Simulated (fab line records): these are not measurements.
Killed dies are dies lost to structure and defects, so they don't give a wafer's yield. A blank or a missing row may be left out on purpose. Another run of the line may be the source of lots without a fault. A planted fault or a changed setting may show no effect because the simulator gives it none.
One fault through the eyes of 2 desks | flow n5_finfet | each desk holds nothing but its own numbers, with what lay behind them at the end

== FROM THE METROLOGY DESK ==
Lot by lot, what the gauges showed, no matter which tool ran the lot: averages of those sampled wafers that carry a number. If a lot's mean is further than 4 standard deviations from the usual mean, the lot is out of limits and carries the mark OUT (the distance appears in the brackets).
Columns: A = M15_ILD_THK at N5_BEOL_M15_THK_MEAS_01, usual 1618 nm
lot  | first seen here | A
L276 | day 14 07:13    | 1605
L277 | day 14 13:38    | 1641
L282 | day 15 17:19    | 1640
L283 | day 16 05:48    | 1627
L293 | day 16 22:42    | 1593
L289 | day 17 08:17    | 1600
L288 | day 17 16:02    | 1630
L290 | day 17 18:26    | 1610
L295 | day 20 00:28    | 1585
L296 | day 20 04:29    | 1607
This desk's verdict: no lot among the 10 shows anything out of limits.

== AT THE TOOL OWNER'S DESK: rie_diel-03 ==
The tool's own readings at N5_BEOL_M15_STRIP_63 (strips in O2): means of the sampled wafers that have a number, for each lot that ran on this tool. If a lot's mean is further than 4 standard deviations from the usual mean, the lot is out of limits and carries the mark OUT (the distance appears in the brackets). It has 8 readings, of which 7 appear: the earliest out of limits, and the ones furthest out on some lot.
Columns: A = chamber_pressure_mTorr at N5_BEOL_M15_STRIP_63, usual 30.00 mTorr; B = drypump_motor_current_A at N5_BEOL_M15_STRIP_63, usual 5.8 A; C = o2_flow_sccm at N5_BEOL_M15_STRIP_63, usual 225.1 sccm; D = oes_product_au at N5_BEOL_M15_STRIP_63, usual 0.77 a.u.; E = rf_vpp_V at N5_BEOL_M15_STRIP_63, usual 3.6 V; F = showerhead_plenum_p_Torr at N5_BEOL_M15_STRIP_63, usual 2.09 Torr; G = throttle_valve_pct at N5_BEOL_M15_STRIP_63, usual 16.78 %
lot  | first seen here | A                       | B   | C     | D    | E   | F    | G
L276 | day 14 08:00    | 29.97                   | 5.5 | 225.8 | 0.76 | 3.8 | 2.10 | 16.65
L277 | day 14 14:00    | 30.00                   | 5.2 | 225.1 | 0.72 | 3.7 | 2.14 | 16.86
L293 | day 16 23:00    | 20.98 (-99 or more) OUT | 5.3 | 224.9 | 0.74 | 3.8 | 2.12 | 16.88
L289 | day 17 09:00    | 20.98 (-99 or more) OUT | 5.5 | 224.6 | 0.74 | 4.1 | 2.09 | 16.70
L290 | day 17 19:00    | 21.01 (-99 or more) OUT | 5.2 | 225.5 | 0.77 | 3.9 | 2.13 | 16.81
Finding of this desk: L289, L290, L293 out of limits; the first was L293 at day 16 23:00, on chamber_pressure_mTorr at N5_BEOL_M15_STRIP_63. Within limits: L276, L277.

== ALL TOGETHER ==
An alarm could have come from the tool owner's desk at day 16 23:00, on L289, L290, L293.
Metrology desk: nothing out of limits seen.
The metrology desk holds a record of L289, L290, L293, inside its limits.
Of the lots named, all ran N5_BEOL_M15_STRIP_63 on rie_diel-03.

== WHAT WAS PUT IN BY THE SIMULATOR ==
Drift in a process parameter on rie_diel-03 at N5_BEOL_M15_STRIP_63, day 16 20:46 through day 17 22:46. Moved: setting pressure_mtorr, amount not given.
Lots struck among those shown: L289, L290, L293.
How many hours passed from the start of the fault until each desk's first out-of-limits reading: the tool owner's desk, 2.
